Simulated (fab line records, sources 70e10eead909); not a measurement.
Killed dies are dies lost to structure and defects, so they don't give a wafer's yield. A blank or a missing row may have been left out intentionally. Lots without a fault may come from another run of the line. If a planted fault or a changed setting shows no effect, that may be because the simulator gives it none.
A struck lot beside a sound one | flow nand harc | 43 out of 1302 route steps
Sound: wafers L490.1, L490.4, L490.5. Struck: wafer L488.1. (L488.2, L488.4 of the same lot were not struck and are left out.) The cause comes at the end.
For every step that has rows: the tool of each side, followed by ch and its chambers, followed by its first start. Under that, the readings that differ: sound wafers | struck wafers | difference of the means | sigmas: that difference in standard deviations of wafers without a fault.
alike: words and numbers the same on both sides, and readings whose means are apart by under 2 such deviations; not compared: readings that were withheld, readings missing a value for some wafer, numbers with overlapping values and no deviation given by the record, and bounds like >300 which may hide the same value.
Wherever a step has rows on one side only, a row that says differs or no value, or a row with sigmas, the two part there. Numbers that have no deviation but don't overlap get no sigmas and don't part them. A reading that every wafer of one side lacks parts them only if that side has two wafers or more.

NHARC_A_ONON_D1_THK_MEAS_21: measures by ellipsometry.
  sound on film metro-01 at day 16 04:38; struck on film metro-02 at day 15 00:30
  alike: thk nm
following that, 1 step holds no rows for these wafers, namely NHARC_A_ONON_D1_DEP_22 (target thickness 1000 nm).
NHARC_A_ONON_D1_THK_MEAS_24: measures by ellipsometry.
  sound on film metro-02 at day 16 05:13; struck on film metro-02 at day 15 01:04
  alike: thk nm
following that, 1 step holds no rows for these wafers, namely NHARC_A_ONON_D1_DEP_25 (target thickness 1000 nm).
NHARC_A_ONON_D1_THK_MEAS_27: measures by ellipsometry.
  sound on film metro-01 at day 16 05:47; struck on film metro-01 at day 15 01:38
  alike: thk nm
following that, 1 step holds no rows for these wafers, namely NHARC_A_ONON_D1_DEP_28 (target thickness 1000 nm).
NHARC_A_ONON_D1_THK_MEAS_30: measures by ellipsometry.
  sound on film metro-01 at day 16 06:21; struck on film metro-02 at day 15 02:12
  alike: thk nm
NHARC_A_ONON_D1_DEP_33: deposits SiO2, target thk 200 nm.
  sound on pecvd-04 ch 1,2, day 16 06:30; struck on pecvd-01 ch 1, day 15 02:15
  alike: heater power w, throttle valve pct
NHARC_A_ONON_D1_THK_MEAS_34: measures by ellipsometry.
  sound on film metro-01 at day 16 06:49; struck on film metro-02 at day 15 02:40
  alike: thk nm
NHARC_A_ONON_D1_INSPECT_32:
  sound on defect inspect-01 at day 16 06:55; struck on defect inspect-01 at day 15 02:44
  alike: raw defect count
then, 1 step without rows for these wafers: NHARC_A_CHANNEL_HOLE_D1_DEP_00 (deposits aC, target thk 3100 nm).
NHARC_A_CHANNEL_HOLE_D1_DEP_01: deposits SiON, target thk 140 nm.
  sound on pecvd-04 ch 0,1, day 16 09:05; struck on pecvd-01 ch 1, day 15 05:49
  alike: heater power w
then, 10 steps without rows for these wafers: NHARC_A_CHANNEL_HOLE_D1_DEHYDRATE_02 (time 120 s); NHARC_A_CHANNEL_HOLE_D1_HMDS_03 (time 30 s); NHARC_A_CHANNEL_HOLE_D1_COAT_36 (time 75 s); NHARC_A_CHANNEL_HOLE_D1_COAT_37 (time 65 s); NHARC_A_CHANNEL_HOLE_D1_COAT_04 (resist thk 90 nm); NHARC_A_CHANNEL_HOLE_D1_SOFTBAKE_05 (time 55 s); NHARC_A_CHANNEL_HOLE_D1_EBR_06; NHARC_A_CHANNEL_HOLE_D1_EXPOSE_07 (exposes mask HOLE D1, target cd 100 nm); NHARC_A_CHANNEL_HOLE_D1_PEB_08 (peb time 65 s); NHARC_A_CHANNEL_HOLE_D1_DEVELOP_09 (develop time 35 s).
NHARC_A_CHANNEL_HOLE_D1_CD_MEAS_10 targets a cd of 100 nm.
  sound on cd sem-02 ch 0, day 16 09:49; struck on cd sem-02 ch 0, day 15 06:31
  alike: cd nm
NHARC_A_CHANNEL_HOLE_D1_OVL_MEAS_11:
  sound on overlay-02 at day 16 09:54; struck on overlay-02 at day 15 06:36
  reading           | sound       | struck | difference | sigmas
  overlay x nm (nm) | 0.8 0.4 0.6 | -1.0   | -1.6       | -2
  alike: overlay y nm
NHARC_A_CHANNEL_HOLE_D1_INSPECT_12:
  sound on defect inspect-01 at day 16 09:56; struck on defect inspect-01 at day 15 06:38
  reading          | sound | struck | difference | sigmas
  raw defect count | 5 5 2 | 326    | +322       | +99 or more
then, 2 steps without rows for these wafers: NHARC_A_CHANNEL_HOLE_D1_DESCUM_15 (chemistry O2, time 3 s); NHARC_A_CHANNEL_HOLE_D1_ETCH_38 (etches the open film in CF4, target depth 39 nm, time 65 s).
NHARC_A_CHANNEL_HOLE_D1_ETCH_39: etches the open film in N2/H2, target depth 260 nm, time 325 s.
  sound on rie diel-02 ch 1,2; struck on rie diel-11 ch 0
  reading               | sound             | struck | difference | sigmas
  oes product au (a.u.) | 1.035 1.002 1.020 | 0.971  | -0.048     | -4
  alike: drypump motor current A, rf vpp V, showerhead plenum p Torr, throttle valve pct
  not compared: rf hours counter h
NHARC_A_CHANNEL_HOLE_D1_ETCH_34: etches the open film in CF4/CHF3, target depth 154 nm, time 77 s.
  sound on rie diel-02 ch 0,2; struck on rie diel-11 ch 0
  reading               | sound             | struck | difference | sigmas
  oes product au (a.u.) | 0.978 0.999 0.986 | 0.934  | -0.054     | -2
  alike: drypump motor current A, rf vpp V, showerhead plenum p Torr, throttle valve pct
  not compared: rf hours counter h
then, 1 step without rows for these wafers: NHARC_A_CHANNEL_HOLE_D1_ETCH_16 (etches the open film in O2/COS, target depth 3100 nm, time 806 s).
NHARC_A_CHANNEL_HOLE_D1_CD_MEAS_18:
  sound on cd sem-03 at day 16 11:07; struck on cd sem-03 at day 15 07:49
  alike: cd nm
NHARC_A_CHANNEL_HOLE_D1_ETCH_19: etches the open film in C4F8/O2/Ar, time 34.5 s.
  sound on har etch-01 ch 0,1, day 16 11:11; struck on har etch-01 ch 1, day 15 07:53
  alike: drypump motor current A, showerhead plenum p Torr, throttle valve pct
  not compared: rf hours counter h
then, 4 steps without rows for these wafers: NHARC_A_CHANNEL_HOLE_D1_ETCH_20 (etches the open film in C4F8/O2/Ar, time 361.9 s, target depth 1600 nm); NHARC_A_CHANNEL_HOLE_D1_ETCH_21 (etches the open film in C4F8/O2/Ar, time 514.3 s, target depth 1600 nm); NHARC_A_CHANNEL_HOLE_D1_ETCH_22 (etches the open film in C4F8/O2/Ar, time 666.7 s, target depth 1600 nm); NHARC_A_CHANNEL_HOLE_D1_ETCH_23 (etches the open film in C4F8/O2/Ar, time 819 s, target depth 1600 nm).
NHARC_A_CHANNEL_HOLE_D1_ETCH_24: etches the open film in C4F8/O2/Ar, time 906.2 s, target depth 1500 nm.
  sound on har etch-01 ch 0,1, day 16 13:19; struck on har etch-01 ch 1, day 15 10:01
  alike: drypump motor current A, showerhead plenum p Torr, throttle valve pct
  not compared: rf hours counter h
then, 4 steps without rows for these wafers: NHARC_A_CHANNEL_HOLE_D1_ETCH_25 (etches the open film in C4F8/O2/Ar, time 1040.2 s, target depth 1500 nm); NHARC_A_CHANNEL_HOLE_D1_ETCH_26 (etches the open film in C4F8/O2/Ar, time 224.1 s, target depth 300 nm); NHARC_A_CHANNEL_HOLE_D1_ETCH_33 (etches the open film in C4F8/O2/Ar, time 90 s, target depth 400 nm); NHARC_A_CHANNEL_HOLE_D1_STRIP_41 (strips in N2/H2).
NHARC_A_CHANNEL_HOLE_D1_INSPECT_40:
  sound on defect inspect-02 at day 16 16:53; struck on defect inspect-01 at day 15 13:35
  reading          | sound    | struck | difference | sigmas
  raw defect count | 70 72 82 | 373    | +298       | +12
-- break in the record here, with 16 days between the starts of the struck wafers on either side (left off in module A_CHANNEL_HOLE_D1, picked up again in module END, where the first step shown is number 1302 on the route) --
NHARC_END_SORT_01:
  sound on prober-01 ch 0, day 32 07:20; struck on prober-01 ch 0, day 31 03:34
  reading         | sound    | struck | difference | sigmas
  killed at array | 20 31 34 | 108    | +80        | +4
  killed dies     | 29 44 41 | 115    | +77        | +4
  alike: killed at other, killed at periphery, killed open, killed short

## WHERE THEY PART
Last at NHARC_END_SORT_01 as far as this record goes, first at NHARC_A_CHANNEL_HOLE_D1_OVL_MEAS_11.

WHY: what the simulator had put in
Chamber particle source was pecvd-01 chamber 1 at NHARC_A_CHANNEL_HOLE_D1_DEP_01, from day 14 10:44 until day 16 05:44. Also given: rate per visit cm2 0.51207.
